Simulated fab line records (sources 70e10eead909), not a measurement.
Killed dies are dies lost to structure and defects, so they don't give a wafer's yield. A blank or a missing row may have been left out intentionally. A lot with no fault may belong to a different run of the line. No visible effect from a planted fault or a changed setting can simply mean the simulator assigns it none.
What tool caused it? ; flow nand harc ; 12 lots with 36 wafers sampled at 5 steps, on a route of 1302 steps

== WHAT THE GAUGES SHOWED, per wafer ==
NHARC_A_CONTACT_CD_MEAS_42: the cd target is 300 nm.
lot;measured;on;cd nm (nm)
L312;day 22 07:10;cd sem-01;300.1 299.2 299.2
L315;day 22 13:16;cd sem-02;300.2 299.7 300.6
L314;day 22 13:25;cd sem-01;300.1 299.6 299.7
L318;day 23 22:20;cd sem-02;299.8 299.5 299.5
L319;day 24 02:46;cd sem-01;299.3 300.5 299.5
L322;day 26 02:56;cd sem-03;299.4 299.7 299.9
L323;day 26 12:10;cd sem-01;284.5 284.7 284.5
L327;day 28 03:55;cd sem-01;287.8 287.7 288.1
L329;day 28 07:53;cd sem-01;300.7 300.8 300.8
L331;day 29 01:20;cd sem-03;299.9 300.1 300.6
L335;day 31 06:02;cd sem-03;300.0 299.3 299.8
L334;day 31 11:10;cd sem-02;300.2 299.8 300.2

NHARC_A_CONTACT_INSPECT_44.
lot;measured;on;raw defect count
L312;day 22 07:17;defect inspect-01;63 77 53
L315;day 22 13:23;defect inspect-01;156 148 160
L314;day 22 13:32;defect inspect-01;77 78 79
L318;day 23 22:27;defect inspect-01;30 32 33
L319;day 24 02:53;defect inspect-01;146 190 143
L322;day 26 03:04;defect inspect-01;111 127 107
L323;day 26 12:18;defect inspect-02;137 132 125
L327;day 28 04:02;defect inspect-02;93 93 93
L329;day 28 08:00;defect inspect-01;106 97 128
L331;day 29 01:28;defect inspect-01;106 97 110
L335;day 31 06:10;defect inspect-01;64 66 63
L334;day 31 11:17;defect inspect-02;41 57 64

== TOOL THAT RAN EACH LOT (tool first, then ch and the chambers of the sampled wafers, then the start) ==
lot;NHARC_A_WL_FILL_ETCHBACK_17;NHARC_A_WL_FILL_ETCHBACK_26;NHARC_A_CONTACT_EXPOSE_39
L312;rie metal-03 ch 1, day 21 19:16;rie si-05 ch 1,3, day 22 00:31;arfi scanner-01 ch 0, day 22 07:01
L315;rie metal-02 ch 0,1, day 21 23:51;rie si-05 ch 0,2,3, day 22 05:02;arfi scanner-02 ch 0, day 22 13:08
L314;rie metal-03 ch 0,1, day 21 23:53;rie si-01 ch 0,1,2, day 22 05:01;arfi scanner-03 ch 0, day 22 13:17
L318;rie metal-03 ch 0, day 23 10:29;rie si-01 ch 0,1,2, day 23 15:37;arfi scanner-02 ch 0, day 23 22:11
L319;rie metal-03 ch 0,1, day 23 14:35;rie si-06 ch 1,2,3, day 23 20:00;arfi scanner-03 ch 0, day 24 02:38
L322;rie metal-01 ch 0,1, day 25 11:11;rie si-01 ch 1,2,3, day 25 17:43;arfi scanner-02 ch 0, day 26 02:49
L323;rie metal-03 ch 0,1, day 26 00:02;rie si-01 ch 0,1,3, day 26 05:15;arfi scanner-03 ch 0, day 26 12:02
L327;rie metal-03 ch 0,1, day 27 15:46;rie si-01 ch 0,1,3, day 27 20:55;arfi scanner-03 ch 0, day 28 03:47
L329;rie metal-01 ch 0,1, day 27 18:52;rie si-06 ch 1,2,3, day 27 23:58;arfi scanner-01 ch 0, day 28 07:44
L331;rie metal-02 ch 0,1, day 28 13:13;rie si-06 ch 2,3, day 28 18:33;arfi scanner-01 ch 0, day 29 01:13
L335;rie metal-02 ch 0,1, day 30 18:03;rie si-05 ch 2,3, day 30 23:17;arfi scanner-02 ch 0, day 31 05:53
L334;rie metal-02 ch 0, day 30 23:17;rie si-06 ch 0,2, day 31 04:26;arfi scanner-01 ch 0, day 31 11:01
- NHARC_A_WL_FILL_ETCHBACK_17: etches the open film in Cl2/BCl3, target depth 4 nm, time 26.7 s.
- NHARC_A_WL_FILL_ETCHBACK_26: etches the open film in HBr, target depth 52 nm, time 13.3 s.
- NHARC_A_CONTACT_EXPOSE_39: exposes mask A CC 3.

== WHAT THE TOOLS THEMSELVES READ (means of the sampled wafers that have a number; where no wafer has one, the mark that the record gives instead) ==
NHARC_A_WL_FILL_ETCHBACK_17.
lot;tool;drypump motor current A (A);oes product au (a.u.)
L312;rie metal-03;5.7;1.001
L315;rie metal-02;5.4;1.003
L314;rie metal-03;6.2;1.003
L318;rie metal-03;6.4;1.004
L319;rie metal-03;6.2;1.000
L322;rie metal-01;5.4;1.011
L323;rie metal-03;6.2;0.997
L327;rie metal-03;6.2;1.002
L329;rie metal-01;5.7;1.002
L331;rie metal-02;5.5;1.002
L335;rie metal-02;5.3;0.994
L334;rie metal-02;5.7;1.004

NHARC_A_WL_FILL_ETCHBACK_26.
lot;tool;drypump motor current A (A);oes product au (a.u.);throttle valve pct (%)
L312;rie si-05;6.1;1.014;23.260
L315;rie si-05;5.5;1.000;23.267
L314;rie si-01;6.0;0.997;23.260
L318;rie si-01;6.0;1.003;23.266
L319;rie si-06;5.8;0.997;23.267
L322;rie si-01;5.7;1.005;23.266
L323;rie si-01;5.5;1.008;23.265
L327;rie si-01;5.5;0.997;23.261
L329;rie si-06;5.8;0.998;23.270
L331;rie si-06;6.3;1.003;23.262
L335;rie si-05;5.2;0.996;23.275
L334;rie si-06;6.5;1.000;23.271

NHARC_A_CONTACT_EXPOSE_39.
lot;tool;exposure dose mJ cm2
L312;arfi scanner-01;59.36
L315;arfi scanner-02;58.73
L314;arfi scanner-03;58.73
L318;arfi scanner-02;58.80
L319;arfi scanner-03;58.74
L322;arfi scanner-02;58.78
L323;arfi scanner-03;39.41
L327;arfi scanner-03;43.35
L329;arfi scanner-01;59.30
L331;arfi scanner-01;59.35
L335;arfi scanner-02;58.82
L334;arfi scanner-01;59.41

== THE ANSWER, worked out from the rows above alone ==
Rule: the lots themselves supply what counts as usual. Put in order of their means at a reading, lots are off if they are a third of the lots or fewer, leave a main group of 4 or more, and stand apart from it by a gap of 3 or more times the standard deviation of the main group's means; of several such gaps the widest counts. A main group is skipped when, at the precision printed for the reading in the tables above, its means are all equal. A lot without any number at a reading at which 4 lots or more have one is off too. Where the step has rows for the other lots, those lots are counted as sound. First the gauges in route order, then the tools' own readings, where a lot's mean is used as printed above. At the first step where some lot is off, the reading lying furthest off is the one used; lots without a number count as furthest.
Off at NHARC_A_CONTACT_CD_MEAS_42 (cd nm): L323, L327. Main group: mean 299.9 nm, sd 0.36.
A tool fits if, at a process step before that reading, it ran every lot that is off, and no sound lot after the first of them. The gauges at NHARC_A_CONTACT_CD_MEAS_42 aren't tried: what is off there is off at NHARC_A_CONTACT_EXPOSE_39 too, on other tools, and a gauge's error can't cause that. Can't be told from this: 3 tools fit, rie metal-03 at NHARC_A_WL_FILL_ETCHBACK_17, rie si-01 at NHARC_A_WL_FILL_ETCHBACK_26, arfi scanner-03 at NHARC_A_CONTACT_EXPOSE_39.

== WHAT WAS PUT IN BY THE SIMULATOR ==
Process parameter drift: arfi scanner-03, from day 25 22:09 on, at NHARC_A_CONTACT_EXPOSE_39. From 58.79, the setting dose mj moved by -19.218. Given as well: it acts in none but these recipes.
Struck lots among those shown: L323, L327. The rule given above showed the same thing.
